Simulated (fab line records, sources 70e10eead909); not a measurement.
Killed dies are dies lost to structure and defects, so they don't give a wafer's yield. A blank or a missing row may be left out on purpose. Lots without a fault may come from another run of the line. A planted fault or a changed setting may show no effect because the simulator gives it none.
Which tool did it? | flow nand_harc | 13 lots, 39 wafers sampled, at 4 steps of a route of 1159

WHAT THE GAUGES READ, wafer by wafer
NHARC_THIN_TSV_CD_MEAS_16. Usual: cd_nm 999.1 nm, standard deviation 2.2.
lot  | measured     | on        | cd_nm (nm)          | flag
L123 | day 18 11:45 | cd_sem-02 | 996.1 996.2 997.2   |
L126 | day 19 03:52 | cd_sem-01 | 996.8 999.3 997.6   |
L125 | day 19 04:56 | cd_sem-01 | 999.8 996.2 995.0   |
L127 | day 20 00:55 | cd_sem-01 | 997.3 998.8 1000.5  |
L128 | day 19 23:53 | cd_sem-02 | 999.3 995.9 997.3   |
L130 | day 20 20:10 | cd_sem-03 | 1002.5 1002.0 995.8 |
L129 | day 20 11:00 | cd_sem-01 | 997.0 1000.9 1001.4 |
L131 | day 21 06:22 | cd_sem-03 | 999.8 1000.5 1001.1 |
L133 | day 21 03:16 | cd_sem-03 | 993.9 999.4 998.8   |
L137 | day 21 20:30 | cd_sem-02 | 1004.5 1001.4 998.0 |
L139 | day 22 17:10 | cd_sem-02 | 996.9 998.9 996.0   |
L142 | day 23 02:23 | cd_sem-01 | 997.9 996.5 999.2   |
L145 | day 23 22:01 | cd_sem-02 | 1001.8 1002.2 997.1 |

NHARC_END_WLT_00. Usual: VT_DECK1_BOTTOM 0.875, standard deviation 0.0095; VT_DECK1_BOTTOM_INNER 0.876, standard deviation 0.0085; VT_DECK1_MEDIAN_NEAR_BOTTOM 0.876, standard deviation 0.0086; VT_DECK1_MEDIAN_NEAR_BOTTOM_INNER 0.877, standard deviation 0.0092; VT_DECK1_MIDDLE 0.889, standard deviation 0.0081; VT_DECK1_MIDDLE_INNER 0.888, standard deviation 0.0071; VT_DECK1_TOP 0.899, standard deviation 0.0072; VT_DECK1_TOP_INNER 0.899, standard deviation 0.0068.
lot  | measured     | on        | VT_DECK1_BOTTOM   | VT_DECK1_BOTTOM_INNER | VT_DECK1_MEDIAN_NEAR_BOTTOM | VT_DECK1_MEDIAN_NEAR_BOTTOM_INNER | VT_DECK1_MIDDLE   | VT_DECK1_MIDDLE_INNER | VT_DECK1_TOP      | VT_DECK1_TOP_INNER | flag
L123 | day 18 22:38 | prober-02 | 0.898 0.882 0.882 | 0.893 0.880 0.881     | 0.890 0.881 0.884           | 0.894 0.887 0.882                 | 0.896 0.890 0.888 | 0.890 0.893 0.899     | 0.901 0.902 0.896 | 0.905 0.899 0.903  |
L126 | day 19 23:23 | prober-02 | 0.865 0.858 0.856 | 0.872 0.866 0.872     | 0.869 0.867 0.866           | 0.870 0.865 0.865                 | 0.887 0.879 0.873 | 0.876 0.879 0.890     | 0.895 0.894 0.893 | 0.893 0.894 0.888  |
L125 | day 19 22:22 | prober-01 | 0.859 0.870 0.873 | 0.869 0.879 0.864     | 0.866 0.865 0.868           | 0.875 0.870 0.874                 | 0.881 0.887 0.882 | 0.877 0.880 0.878     | 0.893 0.888 0.888 | 0.896 0.890 0.894  |
L127 | day 20 12:35 | prober-01 | 0.889 0.886 0.886 | 0.892 0.888 0.888     | 0.887 0.886 0.880           | 0.887 0.890 0.887                 | 0.897 0.905 0.899 | 0.898 0.899 0.899     | 0.910 0.906 0.907 | 0.909 0.912 0.900  |
L128 | day 20 12:36 | prober-02 | 0.869 0.877 0.865 | 0.874 0.877 0.866     | 0.870 0.877 0.865           | 0.870 0.875 0.866                 | 0.880 0.897 0.889 | 0.887 0.880 0.889     | 0.899 0.894 0.899 | 0.902 0.901 0.902  |
L130 | day 21 06:49 | prober-01 | 0.870 0.870 0.872 | 0.881 0.865 0.881     | 0.878 0.865 0.878           | 0.866 0.875 0.870                 | 0.893 0.881 0.887 | 0.888 0.888 0.882     | 0.893 0.894 0.904 | 0.895 0.904 0.902  |
L129 | day 20 23:26 | prober-02 | 0.876 0.876 0.881 | 0.878 0.877 0.880     | 0.883 0.879 0.879           | 0.891 0.876 0.868                 | 0.889 0.879 0.893 | 0.885 0.884 0.882     | 0.893 0.899 0.900 | 0.892 0.904 0.891  |
L131 | day 21 22:19 | prober-02 | 0.880 0.881 0.874 | 0.877 0.878 0.877     | 0.876 0.883 0.880           | 0.879 0.878 0.888                 | 0.887 0.887 0.883 | 0.889 0.877 0.888     | 0.892 0.892 0.897 | 0.889 0.893 0.892  |
L133 | day 21 14:42 | prober-01 | 0.871 0.870 0.874 | 0.870 0.868 0.880     | 0.873 0.879 0.871           | 0.875 0.872 0.865                 | 0.885 0.893 0.892 | 0.884 0.893 0.889     | 0.897 0.893 0.906 | 0.907 0.901 0.899  |
L137 | day 22 06:05 | prober-02 | 0.868 0.882 0.868 | 0.857 0.897 0.863     | 0.868 0.884 0.876           | 0.874 0.889 0.866                 | 0.892 0.894 0.884 | 0.891 0.892 0.889     | 0.895 0.901 0.910 | 0.902 0.902 0.897  |
L139 | day 23 05:24 | prober-02 | 0.877 0.875 0.861 | 0.878 0.879 0.863     | 0.870 0.877 0.869           | 0.873 0.884 0.871                 | 0.886 0.895 0.887 | 0.892 0.882 0.887     | 0.901 0.908 0.890 | 0.899 0.897 0.902  |
L142 | day 23 18:41 | prober-01 | 0.880 0.884 0.878 | 0.886 0.878 0.871     | 0.880 0.871 0.884           | 0.893 0.890 0.890                 | 0.894 0.907 0.898 | 0.895 0.901 0.894     | 0.905 0.902 0.908 | 0.909 0.902 0.914  |
L145 | day 24 10:02 | prober-02 | 0.869 0.872 0.879 | 0.874 0.873 0.872     | 0.878 0.867 0.870           | 0.865 0.865 0.887                 | 0.880 0.874 0.882 | 0.875 0.884 0.889     | 0.884 0.891 0.890 | 0.890 0.889 0.883  |

NHARC_END_SORT_01. Usual: killed_at_array 26, standard deviation 8.4; killed_at_other 0.7, standard deviation 0.97; killed_at_periphery 3.2, standard deviation 2.2; killed_dies 30, standard deviation 8.5; killed_open 3.4, standard deviation 2; killed_short 2, standard deviation 1.3.
lot  | measured     | on        | killed_at_array | killed_at_other | killed_at_periphery | killed_dies | killed_open | killed_short | flag
L130 | day 21 09:55 | prober-01 | 28 25 20        | 1 0 0           | 2 8 3               | 31 33 23    | 2 8 3       | 5 2 4        |
L133 | day 21 17:41 | prober-01 | 23 15 14        | 1 0 0           | 2 7 5               | 26 22 19    | 1 3 3       | 1 2 1        |
L137 | day 22 09:05 | prober-02 | 125 89 98       | 1 3 2           | 5 3 0               | 131 95 100  | 5 1 1       | 1 0 0        | OFF
L139 | day 23 08:25 | prober-02 | 140 70 131      | 1 2 0           | 3 3 1               | 144 75 132  | 1 3 3       | 2 0 2        | OFF
L142 | day 23 21:59 | prober-01 | 87 71 128       | 0 1 1           | 1 2 0               | 88 74 129   | 5 3 4       | 1 1 1        | OFF

WHICH TOOL RAN EACH LOT (tool, then ch and the chambers of the sampled wafers, then the start)
lot  | NHARC_A_STAIRCASE_TRIM_233
L123 | rie_diel-11 ch 0,1,2, day 10 23:36
L126 | rie_diel-02 ch 0,2,3, day 11 18:51
L125 | rie_diel-03 ch 0,2,3, day 11 19:28
L127 | rie_diel-03 ch 0,2,3, day 12 06:04
L128 | rie_diel-02 ch 0,1, day 12 06:31
L130 | rie_diel-02 ch 1,2,3, day 13 02:16
L129 | rie_diel-11 ch 0,3, day 13 02:17
L131 | rie_diel-11 ch 0,2,3, day 13 06:23
L133 | rie_diel-11 ch 0,2,3, day 13 07:53
L137 | rie_diel-11 ch 1,3, day 14 18:06
L139 | rie_diel-11 ch 0,2,3, day 15 05:32
L142 | rie_diel-11 ch 1,2,3, day 15 16:53
L145 | rie_diel-02 ch 2,3, day 16 12:39
- NHARC_A_STAIRCASE_TRIM_233: chemistry O2, time 211.2 s.

WHAT THE TOOLS THEMSELVES READ (means of the sampled wafers that have a number; where no wafer has one, the mark that the record gives instead)
NHARC_A_STAIRCASE_TRIM_233. Usual: drypump_motor_current_A 5.8 A, standard deviation 0.64; oes_product_au 0.998 a.u., standard deviation 0.013; rf_vpp_V 57.6 V, standard deviation 0.92; showerhead_plenum_p_Torr 3.53 Torr, standard deviation 0.19; throttle_valve_pct 17.037 %, standard deviation 0.0089.
lot  | tool        | drypump_motor_current_A (A) | oes_product_au (a.u.) | rf_vpp_V (V) | showerhead_plenum_p_Torr (Torr) | throttle_valve_pct (%) | flag
L123 | rie_diel-11 | 6.2                         | 0.988                 | 57.5         | 3.48                            | 17.034                 |
L126 | rie_diel-02 | 5.7                         | 1.000                 | 57.7         | 3.60                            | 17.046                 |
L125 | rie_diel-03 | 5.6                         | 1.006                 | 57.8         | 3.62                            | 17.037                 |
L127 | rie_diel-03 | 5.6                         | 1.002                 | 57.1         | 3.61                            | 17.042                 |
L128 | rie_diel-02 | 6.0                         | 1.004                 | 57.7         | 3.71                            | 17.033                 |
L130 | rie_diel-02 | 6.3                         | 1.003                 | 57.8         | 3.56                            | 17.041                 |
L129 | rie_diel-11 | 5.8                         | 0.980                 | 56.8         | 3.50                            | 17.032                 |
L131 | rie_diel-11 | 6.1                         | 0.983                 | 56.9         | 3.48                            | 17.033                 |
L133 | rie_diel-11 | 6.1                         | 0.996                 | 58.3         | 3.48                            | 17.035                 |
L137 | rie_diel-11 | 5.5                         | 0.979                 | 56.2         | 3.32                            | 17.038                 |
L139 | rie_diel-11 | 6.1                         | 0.993                 | 58.1         | 3.48                            | 17.029                 |
L142 | rie_diel-11 | 5.6                         | 0.992                 | 57.6         | 3.32                            | 17.035                 |
L145 | rie_diel-02 | 6.4                         | 1.013                 | 57.1         | 3.51                            | 17.036                 |

THE ANSWER, worked out from the rows above alone
Rule: a lot is off if the mean of its wafers that have a number lies more than 3 standard deviations from the usual mean. A lot without any number at a reading at which 4 lots or more have one is off too. The other lots that the step has rows for count as sound. The gauges are gone through in route order, then the tools' own readings, and for those a lot's mean is taken as printed above. The first step at which some lot is off is used, and at that step the reading that is off furthest; a lot without a number counts as furthest.
Off: L137, L139, L142, at NHARC_END_SORT_01 (killed_at_array). Neither off nor sound, because the step has no rows for them: L123, L126, L125, L127, L128, L129, L131, L145.
A tool fits if, at a process step before that reading, it ran every lot that is off, and no sound lot after the first of them. The gauges at NHARC_END_SORT_01 are tried like those tools. One fits: rie_diel-11 at NHARC_A_STAIRCASE_TRIM_233. Its last sound lot is L133 (day 13 07:53), its first lot that is off L137 (day 14 18:06): a fault that began between those two fits.

WHAT THE SIMULATOR HAD PUT IN
Chamber particle source: rie_diel-11, from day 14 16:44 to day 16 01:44, at NHARC_A_STAIRCASE_TRIM_233. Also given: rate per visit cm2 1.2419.
Lots struck among those shown: L137, L139, L142. The rule above found the same.
